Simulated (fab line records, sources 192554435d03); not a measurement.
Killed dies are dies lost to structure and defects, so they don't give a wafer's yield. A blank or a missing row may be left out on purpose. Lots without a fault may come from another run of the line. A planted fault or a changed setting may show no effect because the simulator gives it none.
Which tool did it? | flow n5_finfet | 9 lots, 27 wafers sampled, at 5 steps of a route of 1938

WHAT THE GAUGES READ, wafer by wafer
N5_BEOL_M4_RC_MEAS_101. Usual: DIBL_N 36.5 mV/V, standard deviation 1.2; DIBL_P 36.5 mV/V, standard deviation 1.6; IOFF_N 0.162 nA/um, standard deviation 0.023; IOFF_P 0.221 nA/um, standard deviation 0.03; ION_N 678 uA/um, standard deviation 8; ION_P 466 uA/um, standard deviation 6.3; SS_N 71.6 mV/dec, standard deviation 0.46; SS_P 73.3 mV/dec, standard deviation 0.57; VT_N 249.2 mV, standard deviation 2.6; VT_P -249 mV, standard deviation 3.3.
lot  | measured     | on        | DIBL_N (mV/V)  | DIBL_P (mV/V)  | IOFF_N (nA/um)    | IOFF_P (nA/um)    | ION_N (uA/um) | ION_P (uA/um) | SS_N (mV/dec)  | SS_P (mV/dec)  | VT_N (mV)         | VT_P (mV)      | flag
L157 | day 10 19:10 | prober-02 | 34.9 35.4 36.6 | 33.9 32.9 34.1 | 0.131 0.129 0.145 | 0.212 0.198 0.216 | 674 664 668   | 468 456 469   | 71.7 71.5 72.1 | 72.4 72.3 72.4 | 250.3 253.1 250.4 | -247 -251 -247 |
L162 | day 11 17:20 | prober-02 | 35.8 35.8 35.5 | 36.0 36.5 35.2 | 0.152 0.151 0.148 | 0.205 0.210 0.194 | 680 669 682   | 465 458 464   | 71.8 71.4 71.0 | 73.0 73.1 73.2 | 252.3 249.7 250.3 | -252 -250 -252 |
L164 | day 12 02:00 | prober-01 | 34.8 38.3 37.4 | 35.7 39.0 37.6 | 0.142 0.199 0.173 | 0.203 0.261 0.230 | 668 684 665   | 463 465 458   | 71.2 72.4 72.0 | 72.7 74.4 73.6 | 250.4 245.0 249.0 | -250 -247 -251 |
L169 | day 14 00:28 | prober-02 | 36.4 35.2 35.3 | 36.0 34.9 34.5 | 0.158 0.139 0.131 | 0.192 0.184 0.173 | 674 671 667   | 459 460 463   | 72.3 71.1 71.5 | 73.2 73.0 72.2 | 247.5 249.5 254.4 | -252 -252 -253 |
L173 | day 14 12:09 | prober-02 | 38.8 36.4 38.4 | 39.4 36.0 38.4 | 0.225 0.173 0.204 | 0.302 0.244 0.288 | 700 682 687   | 475 471 479   | 72.1 71.6 71.8 | 74.0 72.6 74.0 | 243.9 246.0 246.0 | -244 -245 -244 |
L176 | day 15 21:52 | prober-02 | 36.5 34.9 34.3 | 36.1 33.7 34.0 | 0.189 0.157 0.154 | 0.268 0.225 0.230 | 692 680 686   | 478 474 477   | 71.5 71.4 71.4 | 73.4 72.5 72.6 | 246.6 248.0 248.0 | -241 -245 -246 |
L175 | day 16 01:32 | prober-02 | 37.5 37.1 35.6 | 37.2 36.5 34.3 | 0.169 0.147 0.125 | 0.210 0.203 0.176 | 675 669 668   | 462 462 459   | 72.1 72.0 70.9 | 73.1 72.9 73.2 | 250.7 251.4 253.9 | -251 -249 -252 |
L174 | day 16 04:32 | prober-01 | 38.0 37.1 36.0 | 36.7 35.6 34.9 | 0.167 0.155 0.138 | 0.214 0.203 0.189 | 674 677 672   | 462 465 464   | 72.0 71.5 71.7 | 74.3 72.9 73.1 | 246.7 248.8 250.6 | -249 -250 -249 |
L177 | day 16 07:52 | prober-02 | 38.1 37.7 39.2 | 38.1 36.9 38.9 | 0.181 0.170 0.206 | 0.251 0.233 0.258 | 678 691 690   | 468 469 463   | 72.3 72.2 72.1 | 74.5 74.4 73.9 | 248.3 249.1 245.9 | -249 -247 -249 |

WHICH TOOL RAN EACH LOT (tool, then ch and the chambers of the sampled wafers, then the start)
lot  | N5_BEOL_M1_ALD_84                   | N5_BEOL_M1_SPUTTER_90        | N5_BEOL_M1_SPUTTER_92        | N5_BEOL_M1_CMP_52
L157 | ald_metal-04 ch 0,2,3, day 7 05:23  | pvd_sputter-01, day 7 07:09  | pvd_sputter-01, day 7 07:22  | cmp-03 ch 1,2,3, day 7 08:21
L162 | ald_metal-02 ch 1,2,3, day 10 06:01 | pvd_sputter-01, day 10 07:37 | pvd_sputter-01, day 10 07:50 | cmp-02 ch 1,2,3, day 10 08:53
L164 | ald_metal-04 ch 0,1,3, day 10 12:55 | pvd_sputter-01, day 10 14:32 | pvd_sputter-01, day 10 14:45 | cmp-02 ch 0,1,3, day 10 15:41
L169 | ald_metal-02 ch 2,3, day 12 12:05   | pvd_sputter-03, day 12 13:56 | pvd_sputter-03, day 12 14:09 | cmp-02 ch 1,2, day 12 15:21
L173 | ald_metal-04 ch 0,1,3, day 12 19:37 | pvd_sputter-03, day 12 21:17 | pvd_sputter-03, day 12 21:31 | cmp-02 ch 0,2, day 12 22:26
L176 | ald_metal-03 ch 0,1,2, day 13 23:13 | pvd_sputter-01, day 14 00:46 | pvd_sputter-01, day 14 00:59 | cmp-04 ch 0,2,3, day 14 01:58
L175 | ald_metal-02 ch 0,1,2, day 13 23:15 | pvd_sputter-02, day 14 00:47 | pvd_sputter-02, day 14 01:01 | cmp-03 ch 0,1,3, day 14 02:11
L174 | ald_metal-02 ch 1,3, day 14 00:04   | pvd_sputter-03, day 14 01:40 | pvd_sputter-03, day 14 01:53 | cmp-04 ch 0,1,2, day 14 02:53
L177 | ald_metal-04 ch 0,3, day 14 00:49   | pvd_sputter-01, day 14 02:56 | pvd_sputter-01, day 14 03:09 | cmp-04 ch 1,2,3, day 14 04:09
- N5_BEOL_M1_ALD_84: deposits TaN, pulse time 2 s, purge time 3 s, co reactant purge time 2 s.
- N5_BEOL_M1_SPUTTER_90: material Cu, target thk 4.5 nm, time 8.29 s.
- N5_BEOL_M1_SPUTTER_92: material Cu, target thk 4.5 nm, time 8.29 s.
- N5_BEOL_M1_CMP_52: polishes, stops on SiOC, t overpolish 6.8 s, target thk 40 nm.

WHAT THE TOOLS THEMSELVES READ (means of the sampled wafers that have a number; where no wafer has one, the mark that the record gives instead)
N5_BEOL_M1_ALD_84. Usual: chamber_pressure_Torr 3.000 Torr, standard deviation 0.0065; heater_power_w 426 W, standard deviation 46.
lot  | tool         | chamber_pressure_Torr (Torr) | heater_power_w (W) | flag
L157 | ald_metal-04 | 2.998                        | 392                |
L162 | ald_metal-02 | 2.995                        | 480                |
L164 | ald_metal-04 | 3.005                        | 411                |
L169 | ald_metal-02 | 2.996                        | 485                |
L173 | ald_metal-04 | 2.999                        | 417                |
L176 | ald_metal-03 | 3.004                        | 397                |
L175 | ald_metal-02 | 3.001                        | 483                |
L174 | ald_metal-02 | 3.000                        | 446                |
L177 | ald_metal-04 | 2.998                        | 396                |

N5_BEOL_M1_SPUTTER_90. Usual: chamber_pressure_pa 0.07 Pa, standard deviation 0.00015; throttle_valve_pct 29.5 %, standard deviation 1.
lot  | tool           | chamber_pressure_pa (Pa) | throttle_valve_pct (%) | flag
L157 | pvd_sputter-01 | 0.07                     | 29.3                   |
L162 | pvd_sputter-01 | 0.07                     | 29.3                   |
L164 | pvd_sputter-01 | 0.07                     | 29.6                   |
L169 | pvd_sputter-03 | 0.07                     | 28.3                   |
L173 | pvd_sputter-03 | 0.07                     | 29.7                   |
L176 | pvd_sputter-01 | 0.07                     | 30.1                   |
L175 | pvd_sputter-02 | 0.07                     | 29.5                   |
L174 | pvd_sputter-03 | 0.07                     | 28.7                   |
L177 | pvd_sputter-01 | 0.07                     | 30.2                   |

N5_BEOL_M1_SPUTTER_92. Usual: chamber_pressure_pa 0.07001 Pa, standard deviation 0.00014; throttle_valve_pct 29.5 %, standard deviation 1.
lot  | tool           | chamber_pressure_pa (Pa) | throttle_valve_pct (%) | flag
L157 | pvd_sputter-01 | 0.06991                  | 29.3                   |
L162 | pvd_sputter-01 | 0.06410                  | 30.9                   | OFF
L164 | pvd_sputter-01 | 0.06409                  | 31.0                   | OFF
L169 | pvd_sputter-03 | 0.06999                  | 28.5                   |
L173 | pvd_sputter-03 | 0.06993                  | 29.8                   |
L176 | pvd_sputter-01 | 0.06997                  | 30.0                   |
L175 | pvd_sputter-02 | 0.07007                  | 29.6                   |
L174 | pvd_sputter-03 | 0.07020                  | 28.5                   |
L177 | pvd_sputter-01 | 0.07000                  | 30.2                   |

N5_BEOL_M1_CMP_52. Usual: barrier_field_endpoint_s 24.9 s, standard deviation 0.52; edge_zone_pressure_frac 1.000, standard deviation 0.0052; motor_current_A 6.1 A, standard deviation 0.58; overpolish_run_s 6.800 s, standard deviation 0.0091; time_to_endpoint_s 62.4 s, standard deviation 2.6.
lot  | tool   | barrier_field_endpoint_s (s) | edge_zone_pressure_frac | motor_current_A (A) | overpolish_run_s (s) | time_to_endpoint_s (s) | flag
L157 | cmp-03 | 25.4                         | 1.001                   | 7.5                 | 6.798                | 63.4                   |
L162 | cmp-02 | 24.4                         | 0.996                   | 5.7                 | 6.790                | 64.5                   |
L164 | cmp-02 | 24.7                         | 1.001                   | 5.8                 | 6.799                | 61.6                   |
L169 | cmp-02 | 25.2                         | 0.997                   | 5.8                 | 6.792                | 61.8                   |
L173 | cmp-02 | 24.5                         | 1.001                   | 5.9                 | 6.799                | 64.2                   |
L176 | cmp-04 | 25.1                         | 0.999                   | 6.2                 | 6.804                | 63.4                   |
L175 | cmp-03 | 24.6                         | 1.002                   | 7.3                 | 6.803                | 60.2                   |
L174 | cmp-04 | 24.9                         | 1.000                   | 6.0                 | 6.804                | 60.7                   |
L177 | cmp-04 | 25.2                         | 1.000                   | 6.2                 | 6.798                | 61.7                   |

THE ANSWER, worked out from the rows above alone
Rule: a lot is off if the mean of its wafers that have a number lies more than 3 standard deviations from the usual mean. A lot without any number at a reading at which 4 lots or more have one is off too. The other lots that the step has rows for count as sound. The gauges are gone through in route order, then the tools' own readings, and for those a lot's mean is taken as printed above. The first step at which some lot is off is used, and at that step the reading that is off furthest; a lot without a number counts as furthest.
Off: L162, L164, at N5_BEOL_M1_SPUTTER_92 (chamber_pressure_pa).
A tool fits if, at that step or a process step before it, it ran every lot that is off, and no sound lot after the first of them. None of those tried fits.

WHAT THE SIMULATOR HAD PUT IN
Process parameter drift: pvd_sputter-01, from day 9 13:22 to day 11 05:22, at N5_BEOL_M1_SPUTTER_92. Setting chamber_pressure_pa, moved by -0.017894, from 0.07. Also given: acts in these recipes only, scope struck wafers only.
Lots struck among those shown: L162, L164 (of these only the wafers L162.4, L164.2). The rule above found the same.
